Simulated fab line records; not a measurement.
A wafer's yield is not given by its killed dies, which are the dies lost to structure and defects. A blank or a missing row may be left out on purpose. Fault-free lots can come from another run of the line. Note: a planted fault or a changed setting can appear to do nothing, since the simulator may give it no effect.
A struck lot beside a sound one | flow n5Finfet | 20 steps out of a route of 1938
Sound: the wafers L908.1, L908.4, L908.6. Wafers L910.3, L910.4, L910.5 were the ones struck. The cause is named last.
Order at every step that has rows: each side's tool, ch and its chambers, its first start. Under that, the readings that differ: sound wafers | struck wafers | difference of the means | sigmas: that difference in standard deviations of wafers without a fault.
alike: same words and numbers on both sides, and readings whose means sit less than 2 such deviations apart. not compared: any withheld reading, any reading some wafer has no value for, any bound like >300 that may hide the same value, and any number with overlapping values for which the record gives no deviation.
A row with sigmas, a row that says differs or no value, or rows on one side alone: a step with any of these is where the two part. Numbers that have no deviation but don't overlap get no sigmas and don't part them. A reading missing from all wafers of one side parts the sides only when that side holds two or more wafers.

first, 3 steps without rows for these wafers: N5_MOL_CONTACT_COAG_EXPOSE_05 (exposes mask CA, defocus 0 nm); N5_MOL_CONTACT_COAG_PEB_06 (peb time 60 s); N5_MOL_CONTACT_COAG_DEVELOP_07 (develop time 30 s).
N5_MOL_CONTACT_COAG_CD_MEAS_08: the cd target is 28 nm.
  sound on cdSem-03 ch 0, day 5 06:30; struck on cdSem-03 ch 0, day 5 16:35
  alike: cdNm
N5_MOL_CONTACT_COAG_OVL_MEAS_09:
  sound on overlay-02 ch 0, day 5 06:32; struck on overlay-02 ch 0, day 5 16:38
  alike: CA_OVL
N5_MOL_CONTACT_COAG_INSPECT_10: inspects for defects (brightfield).
  sound on defectInspect-02, day 5 06:35; struck on defectInspect-02, day 5 16:41
  alike: rawDefectCount
N5_MOL_CONTACT_COAG_DESCUM_13: chemistry O2, time 7 s.
  sound on rieDiel-05 ch 0,1,3, day 5 06:37; struck on rieDiel-06 ch 0,3, day 5 16:56
  alike: drypumpMotorCurrentA, oesProductAu, rfVppV, showerheadPlenumPTorr, throttleValvePct
  not compared: rfHoursCounterH
N5_MOL_CONTACT_COAG_ETCH_59: etches underlayer in N2/H2, target depth 13 nm, time 10.4 s.
  sound on rieDiel-05 ch 0,1,3, day 5 06:40; struck on rieDiel-06 ch 0,3, day 5 16:58
  alike: biasW, chamberPressureMTorr, drypumpMotorCurrentA, etchRfOnTimeS, oesProductAu, rfVppV, showerheadPlenumPTorr, throttleValvePct
  not compared: rfHoursCounterH
N5_MOL_CONTACT_COAG_ETCH_105: etches SiARC in CF4, target depth 15.6 nm, time 26 s.
  sound on rieDiel-05 ch 0,1,3, day 5 06:41; struck on rieDiel-06 ch 0,3, day 5 16:59
  alike: biasW, cf4FlowSccm, drypumpMotorCurrentA, etchRfOnTimeS, oesProductAu, rfVppV, showerheadPlenumPTorr, throttleValvePct
  not compared: rfHoursCounterH
N5_MOL_CONTACT_COAG_ETCH_106: etches SOC in N2/H2, target depth 80 nm, overetch 16 nm, time 120 s.
  sound on rieDiel-05 ch 0,1,3, day 5 06:43; struck on rieDiel-06 ch 0,3, day 5 17:01
  alike: biasW, chamberPressureMTorr, drypumpMotorCurrentA, oesProductAu, rfVppV, showerheadPlenumPTorr, throttleValvePct
  not compared: rfHoursCounterH
then, 2 steps without rows for these wafers: N5_MOL_CONTACT_COAG_STRIP_107 (strips in N2/H2); N5_MOL_CONTACT_COAG_STRIP_108 (strips in N2/H2).
N5_MOL_CONTACT_COAG_CONTACT_ETCH_14: etches SiO2 in C4F6/O2, target depth 27.5 nm, overetch 8.5 nm, time 20 s.
  sound on rieDiel-05 ch 0,1,3, day 5 06:49; struck on rieDiel-06 ch 0,3, day 5 17:07
  no value came back on the struck wafers for any of 9 readings (C4F6_flow_sccm (sccm), O2_flow_sccm (sccm) and others); on the sound wafers C4F6_flow_sccm (sccm) reads 15.96 16.02 15.97
reading                                             | sound        | struck       | difference | sigmas
model.SiARC_of_MOL_CONTACT_COAG_COAT_104.thkNm (nm) | 0 0 0        | 6.2 6.4 6.2  | +6.3       | 
model.SOC_of_MOL_CONTACT_COAG_COAT_103.thkNm (nm)   | 78.8 79 78.8 | 80.2 80.2 80 | +1.3       | 
  not compared: rfHoursCounterH
then, 1 step without rows for these wafers: N5_MOL_CONTACT_COAG_STRIP_109 (strips in C4F6/O2).
N5_MOL_CONTACT_COAG_ETCH_15: etches SiNx in CH3F/O2, stops on Si:P, target depth 7 nm.
  sound on rieDiel-05 ch 0,1,3, day 5 06:50; struck on rieDiel-06 ch 0,3, day 5 17:09
reading             | sound          | struck         | difference | sigmas
oesProductAu (a.u.) | 0.52 0.56 0.71 | 0.30 0.29 0.31 | -0.30      | -6
  alike: CH3F_flow_sccm, O2_flow_sccm, drypumpMotorCurrentA, oes_ar_750_au, oes_o_777_au, rfVppV, showerheadPlenumPTorr, throttleValvePct
  not compared: rfHoursCounterH
N5_MOL_CONTACT_COAG_ETCH_110: etches Si in CF4/O2, target depth 2.5 nm, time 8 s.
  sound on rieDiel-05 ch 0,1,3, day 5 06:54; struck on rieDiel-06 ch 0,3, day 5 17:13
reading                                           | sound          | struck         | difference | sigmas
model.SOC_of_MOL_CONTACT_COAG_COAT_103.thkNm (nm) | 74.2 74.2 73.8 | 75.4 75.4 75.2 | +1.3       | 
  alike: O2_flow_sccm, biasW, drypumpMotorCurrentA, oes_ar_750_au, oes_o_777_au, oesProductAu, rfVppV, showerheadPlenumPTorr, throttleValvePct
  not compared: rfHoursCounterH
N5_MOL_CONTACT_COAG_STRIP_98: strips in N2/H2.
  sound on rieDiel-05 ch 0,1,3, day 5 06:57; struck on rieDiel-06 ch 0,3, day 5 17:15
  alike: drypumpMotorCurrentA, oesProductAu, rfVppV, showerheadPlenumPTorr, throttleValvePct
  not compared: rfHoursCounterH
N5_MOL_CONTACT_COAG_CD_MEAS_99: the cd target is 17.2 nm.
  sound on cdSem-03, day 5 07:01; struck on cdSem-01, day 5 17:20
reading   | sound             | struck | difference                    | sigmas
cdNm (nm) | 17.17 17.71 17.81 | - - -  | no value on the struck wafers | 
next, for these wafers, 1 step has no rows: N5_MOL_CONTACT_COAG_IMPLANT_129.
N5_BEOL_M4_RC_MEAS_101:
  the record has rows for the sound wafers here (prober-02 ch 0, day 9 18:28) and none for the struck ones

WHERE THEY PART
Last at N5_BEOL_M4_RC_MEAS_101 as far as this record goes, first at N5_MOL_CONTACT_COAG_CONTACT_ETCH_14.

WHY: what had been put in by the simulator
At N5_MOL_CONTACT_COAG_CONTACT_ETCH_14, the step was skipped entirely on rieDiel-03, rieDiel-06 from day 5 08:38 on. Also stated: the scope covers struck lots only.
